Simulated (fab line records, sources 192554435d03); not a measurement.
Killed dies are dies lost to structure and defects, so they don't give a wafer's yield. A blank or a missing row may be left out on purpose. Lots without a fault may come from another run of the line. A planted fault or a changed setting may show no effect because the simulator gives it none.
Which tool did it? | flow n5_finfet | 8 lots, 22 wafers sampled, at 8 steps of a route of 1938

WHAT THE GAUGES READ, wafer by wafer
N5_BEOL_M4_RC_MEAS_101. Usual: DIBL_N 36.4 mV/V, standard deviation 2.7; DIBL_P 36 mV/V, standard deviation 3.2; IOFF_N 0.16 nA/um, standard deviation 0.046; IOFF_P 0.21 nA/um, standard deviation 0.055; ION_N 677 uA/um, standard deviation 15; ION_P 464 uA/um, standard deviation 11; SS_N 71.5 mV/dec, standard deviation 0.79; SS_P 73.3 mV/dec, standard deviation 0.93; VT_N 250 mV, standard deviation 4.1; VT_P -251 mV, standard deviation 4.4.
lot  | measured     | on        | DIBL_N (mV/V)  | DIBL_P (mV/V) | IOFF_N (nA/um) | IOFF_P (nA/um) | ION_N (uA/um) | ION_P (uA/um) | SS_N (mV/dec)  | SS_P (mV/dec)  | VT_N (mV)   | VT_P (mV)      | flag
L712 | day 8 21:05  | prober-01 | 38.3 37.2 35.4 | 40 38 36      | 0.22 0.19 0.16 | 0.36 0.28 0.26 | 695 691 682   | 487 478 481   | 72.9 72.2 72.0 | 73.0 73.6 73.0 | 242 245 248 | -239 -242 -243 |
L713 | day 9 14:54  | prober-02 | 36.5 35.3      | 36 34         | 0.17 0.14      | 0.21 0.18      | 691 677       | 470 463       | 71.7 71.3      | 72.6 72.5      | 246 252     | -249 -253      |
L715 | day 10 10:13 | prober-02 | 31.4 31.9      | 30 31         | 0.10 0.11      | 0.14 0.14      | 677 659       | 464 458       | 70.5 70.4      | 72.7 72.8      | 257 256     | -254 -254      |
L725 | day 12 02:02 | prober-01 | 36.6 40.7 37.0 | 38 43 40      | 0.16 0.25 0.16 | 0.19 0.26 0.21 | 692 694 668   | 463 461 454   | 71.7 72.5 70.8 | 73.7 74.8 73.7 | 248 247 254 | -253 -250 -254 |
L728 | day 13 05:12 | prober-02 | 36.9 37.6 37.0 | 38 37 36      | 0.17 0.17 0.17 | 0.24 0.24 0.22 | 689 675 676   | 475 466 454   | 71.3 72.1 71.6 | 74.3 74.6 74.0 | 247 249 248 | -247 -248 -247 |
L729 | day 13 10:51 | prober-01 | 36.5 32.8 35.4 | 35 31 34      | 0.14 0.10 0.13 | 0.19 0.14 0.17 | 663 659 670   | 462 453 461   | 70.9 70.5 71.1 | 72.6 72.4 72.0 | 250 256 252 | -251 -256 -255 |
L731 | day 14 07:22 | prober-02 | 40.0 36.7 41.0 | 38 34 40      | 0.21 0.14 0.23 | 0.22 0.16 0.25 | 677 659 689   | 457 448 467   | 72.4 71.2 72.3 | 73.5 72.5 74.2 | 249 253 247 | -253 -257 -252 |
L732 | day 14 07:26 | prober-01 | 28.6 32.5 32.1 | 29 32 33      | 0.06 0.11 0.11 | 0.09 0.12 0.13 | 633 658 677   | 435 440 462   | 70.3 71.0 70.6 | 70.7 71.9 71.7 | 264 256 253 | -265 -259 -259 |

N5_BEOL_M14_OCD_MEAS_35. Usual: trench_depth_nm 560 nm, standard deviation 17.
lot  | measured     | on     | trench_depth_nm (nm) | flag
L712 | day 12 02:02 | ocd-02 | 548 531 568          |
L713 | day 12 20:17 | ocd-01 | 557 152              | OFF
L715 | day 13 18:58 | ocd-01 | 563 155              | OFF
L725 | day 15 12:23 | ocd-01 | 560 564 560          |
L728 | day 16 13:36 | ocd-02 | 581 585 539          |
L729 | day 16 20:01 | ocd-02 | 569 575 571          |
L731 | day 17 05:08 | ocd-02 | 558 549 550          |
L732 | day 17 10:52 | ocd-02 | 559 564 569          |

N5_BEOL_M14_THK_MEAS_50: measures by xrf. Usual: M14_THK 575 nm, standard deviation 18.
lot  | measured     | on            | M14_THK (nm) | flag
L712 | day 12 04:02 | film_metro-01 | 569 555 591  |
L713 | day 12 23:55 | film_metro-01 | 568 155      | OFF
L715 | day 13 23:11 | film_metro-01 | 576 157      | OFF
L725 | day 15 15:17 | film_metro-01 | 573 577 577  |
L728 | day 16 17:13 | film_metro-01 | 601 607 556  |
L729 | day 16 23:47 | film_metro-01 | 587 596 591  |
L731 | day 17 10:58 | film_metro-01 | 574 568 567  |
L732 | day 17 14:08 | film_metro-01 | 568 573 582  |

N5_BEOL_M14_RS_MEAS_54: measures by four-point-probe. Usual: M14_RS 0.0330 ohm/sq, standard deviation 0.001.
lot  | measured     | on            | M14_RS (ohm/sq)      | flag
L712 | day 12 04:17 | film_metro-02 | 0.0338 0.0348 0.0326 |
L713 | day 13 00:04 | film_metro-02 | 0.0333 0.1301        | OFF
L715 | day 13 23:19 | film_metro-02 | 0.0328 0.1272        | OFF
L725 | day 15 15:25 | film_metro-02 | 0.0330 0.0328 0.0330 |
L728 | day 16 17:21 | film_metro-01 | 0.0319 0.0315 0.0343 |
L729 | day 16 23:55 | film_metro-01 | 0.0325 0.0321 0.0324 |
L731 | day 17 11:05 | film_metro-01 | 0.0332 0.0336 0.0335 |
L732 | day 17 14:16 | film_metro-01 | 0.0332 0.0329 0.0326 |

WHICH TOOL RAN EACH LOT (tool, then ch and the chambers of the sampled wafers, then the start)
lot  | N5_BEOL_M14_DESCUM_33              | N5_BEOL_M14_TRENCH_ETCH_34         | N5_BEOL_M14_ETCH_38                           | N5_BEOL_M14_DEGAS_41
L712 | rie_diel-04 ch 1,2,3, day 12 01:26 | rie_diel-04 ch 1,2,3, day 12 01:53 | rie_diel-01 ch 0,1, day 12 02:52 or earlier   | pvd_sputter-02, day 12 02:52
L713 | rie_diel-04 ch 0,3, day 12 19:41   | rie_diel-04 ch 0,3, day 12 20:08   | rie_diel-06 ch 1,2, day 12 22:31 or earlier   | pvd_sputter-03, day 12 22:31
L715 | rie_diel-04 ch 0,1, day 13 18:22   | rie_diel-04 ch 0,1, day 13 18:49   | rie_diel-06 ch 0,2, day 13 21:52 or earlier   | pvd_sputter-02, day 13 21:52
L725 | rie_diel-01 ch 1,3, day 15 11:47   | rie_diel-01 ch 1,3, day 15 12:14   | rie_diel-06 ch 0,1,2, day 15 14:09 or earlier | pvd_sputter-03, day 15 14:09
L728 | rie_diel-06 ch 0,1,3, day 16 12:59 | rie_diel-06 ch 0,1,3, day 16 13:27 | rie_diel-01 ch 0,1, day 16 15:52 or earlier   | pvd_sputter-03, day 16 15:52
L729 | rie_diel-01 ch 1,3, day 16 19:24   | rie_diel-01 ch 1,3, day 16 19:51   | rie_diel-04 ch 0,2, day 16 22:17 or earlier   | pvd_sputter-03, day 16 22:17
L731 | rie_diel-04 ch 0,2,3, day 17 04:31 | rie_diel-04 ch 0,2,3, day 17 04:59 | rie_diel-06 ch 1,2, day 17 09:44 or earlier   | pvd_sputter-01, day 17 09:44
L732 | rie_diel-04 ch 0,1,2, day 17 10:15 | rie_diel-04 ch 0,1,2, day 17 10:42 | rie_diel-01 ch 0,1,2, day 17 13:00 or earlier | pvd_sputter-01, day 17 13:00
- N5_BEOL_M14_DESCUM_33: chemistry O2, time 7.9 s.
- N5_BEOL_M14_TRENCH_ETCH_34: etches SiO2 in C4F8/O2/Ar, target depth 556.65 nm, time 126.9 s.
- N5_BEOL_M14_ETCH_38: etches SiCN in CF4/N2, target depth 106.5 nm, time 120.6 s.
- N5_BEOL_M14_DEGAS_41: time 60 s.

WHAT THE TOOLS THEMSELVES READ (means of the sampled wafers that have a number; where no wafer has one, the mark that the record gives instead)
N5_BEOL_M14_DESCUM_33. Usual: drypump_motor_current_A 5.6 A, standard deviation 0.42; oes_product_au 0.80 a.u., standard deviation 0.075; rf_vpp_V 242.9 V, standard deviation 1.4; showerhead_plenum_p_Torr 2.07 Torr, standard deviation 0.071; throttle_valve_pct 20.31 %, standard deviation 0.21.
lot  | tool        | drypump_motor_current_A (A) | oes_product_au (a.u.) | rf_vpp_V (V) | showerhead_plenum_p_Torr (Torr) | throttle_valve_pct (%) | flag
L712 | rie_diel-04 | 5.7                         | 0.79                  | 243.1        | 2.08                            | 20.40                  |
L713 | rie_diel-04 | 5.5                         | 0.78                  | 241.6        | 2.00                            | 20.34                  |
L715 | rie_diel-04 | 5.9                         | 0.81                  | 242.3        | 2.05                            | 20.28                  |
L725 | rie_diel-01 | 5.6                         | 0.87                  | 242.2        | 2.02                            | 20.14                  |
L728 | rie_diel-06 | 5.5                         | 0.86                  | 243.9        | 2.12                            | 20.29                  |
L729 | rie_diel-01 | 5.8                         | 0.86                  | 242.2        | 2.01                            | 20.03                  |
L731 | rie_diel-04 | 5.7                         | 0.80                  | 242.5        | 2.01                            | 20.31                  |
L732 | rie_diel-04 | 6.0                         | 0.82                  | 242.8        | 2.05                            | 20.26                  |

N5_BEOL_M14_TRENCH_ETCH_34. Usual: bias_w 2041 W, standard deviation 6.4; drypump_motor_current_A 5.6 A, standard deviation 0.42; oes_product_au 0.81 a.u., standard deviation 0.076; rf_vpp_V 2203 V, standard deviation 56; showerhead_plenum_p_Torr 3.41 Torr, standard deviation 0.1; throttle_valve_pct 30.78 %, standard deviation 0.28.
lot  | tool        | bias_w (W) | drypump_motor_current_A (A) | oes_product_au (a.u.) | rf_vpp_V (V) | showerhead_plenum_p_Torr (Torr) | throttle_valve_pct (%) | flag
L712 | rie_diel-04 | 2044       | 5.7                         | 0.79                  | 2215         | 3.41                            | 30.84                  |
L713 | rie_diel-04 | 2054       | 5.5                         | 0.77                  | 2164         | 3.33                            | 31.03                  |
L715 | rie_diel-04 | 2040       | 6.0                         | 0.80                  | 2239         | 3.42                            | 30.98                  |
L725 | rie_diel-01 | 2048       | 5.6                         | 0.86                  | 2251         | 3.34                            | 30.70                  |
L728 | rie_diel-06 | 2042       | 5.5                         | 0.85                  | 2192         | 3.47                            | 30.69                  |
L729 | rie_diel-01 | 2037       | 5.8                         | 0.87                  | 2246         | 3.32                            | 30.45                  |
L731 | rie_diel-04 | 2036       | 5.7                         | 0.80                  | 2170         | 3.33                            | 30.86                  |
L732 | rie_diel-04 | 2041       | 5.9                         | 0.83                  | 2220         | 3.39                            | 30.84                  |

N5_BEOL_M14_ETCH_38. Usual: bias_w 70.00 W, standard deviation 0.21; drypump_motor_current_A 5.6 A, standard deviation 0.43; n2_flow_sccm 60.00 sccm, standard deviation 0.19; oes_product_au 0.82 a.u., standard deviation 0.071; rf_vpp_V 382.2 V, standard deviation 1.8; showerhead_plenum_p_Torr 2.19 Torr, standard deviation 0.069; throttle_valve_pct 15.34 %, standard deviation 0.14.
lot  | tool        | bias_w (W) | drypump_motor_current_A (A) | n2_flow_sccm (sccm) | oes_product_au (a.u.) | rf_vpp_V (V) | showerhead_plenum_p_Torr (Torr) | throttle_valve_pct (%) | flag
L712 | rie_diel-01 | 70.00      | 5.2                         | 60.09               | 0.84                  | 383.5        | 2.25                            | 15.35                  |
L713 | rie_diel-06 | 69.90      | 6.0                         | 59.97               | 0.85                  | 383.2        | 2.27                            | 15.32                  |
L715 | rie_diel-06 | 69.95      | 5.5                         | 60.20               | 0.76                  | 382.6        | 2.25                            | 15.38                  |
L725 | rie_diel-06 | 69.84      | 5.8                         | 59.82               | 0.89                  | 384.5        | 2.26                            | 15.24                  |
L728 | rie_diel-01 | 70.04      | 5.3                         | 60.15               | 0.83                  | 382.3        | 2.19                            | 15.41                  |
L729 | rie_diel-04 | 69.92      | 5.9                         | 60.06               | 0.80                  | 381.1        | 2.14                            | 15.25                  |
L731 | rie_diel-06 | 70.14      | 6.0                         | 59.92               | 0.81                  | 383.1        | 2.24                            | 15.42                  |
L732 | rie_diel-01 | 69.82      | 5.3                         | 60.13               | 0.79                  | 381.9        | 2.18                            | 15.41                  |

N5_BEOL_M14_DEGAS_41. Usual: heater_power_w 460 W, standard deviation 36.
lot  | tool           | heater_power_w (W) | flag
L712 | pvd_sputter-02 | 449                |
L713 | pvd_sputter-03 | 450                |
L715 | pvd_sputter-02 | 457                |
L725 | pvd_sputter-03 | 435                |
L728 | pvd_sputter-03 | 427                |
L729 | pvd_sputter-03 | 478                |
L731 | pvd_sputter-01 | 466                |
L732 | pvd_sputter-01 | 477                |

THE ANSWER, worked out from the rows above alone
Rule: a lot is off if the mean of its wafers that have a number lies more than 3 standard deviations from the usual mean. A lot without any number at a reading at which 4 lots or more have one is off too. The other lots that the step has rows for count as sound. The gauges are gone through in route order, then the tools' own readings, and for those a lot's mean is taken as printed above. The first step at which some lot is off is used, and at that step the reading that is off furthest; a lot without a number counts as furthest.
Off: L713, L715, at N5_BEOL_M14_OCD_MEAS_35 (trench_depth_nm).
A tool fits if, at a process step before that reading, it ran every lot that is off, and no sound lot after the first of them. The gauges at N5_BEOL_M14_OCD_MEAS_35 aren't tried: what is off there is off at N5_BEOL_M14_THK_MEAS_50 too, on other tools, and a gauge's error can't cause that. None of those tried fits.

WHAT THE SIMULATOR HAD PUT IN
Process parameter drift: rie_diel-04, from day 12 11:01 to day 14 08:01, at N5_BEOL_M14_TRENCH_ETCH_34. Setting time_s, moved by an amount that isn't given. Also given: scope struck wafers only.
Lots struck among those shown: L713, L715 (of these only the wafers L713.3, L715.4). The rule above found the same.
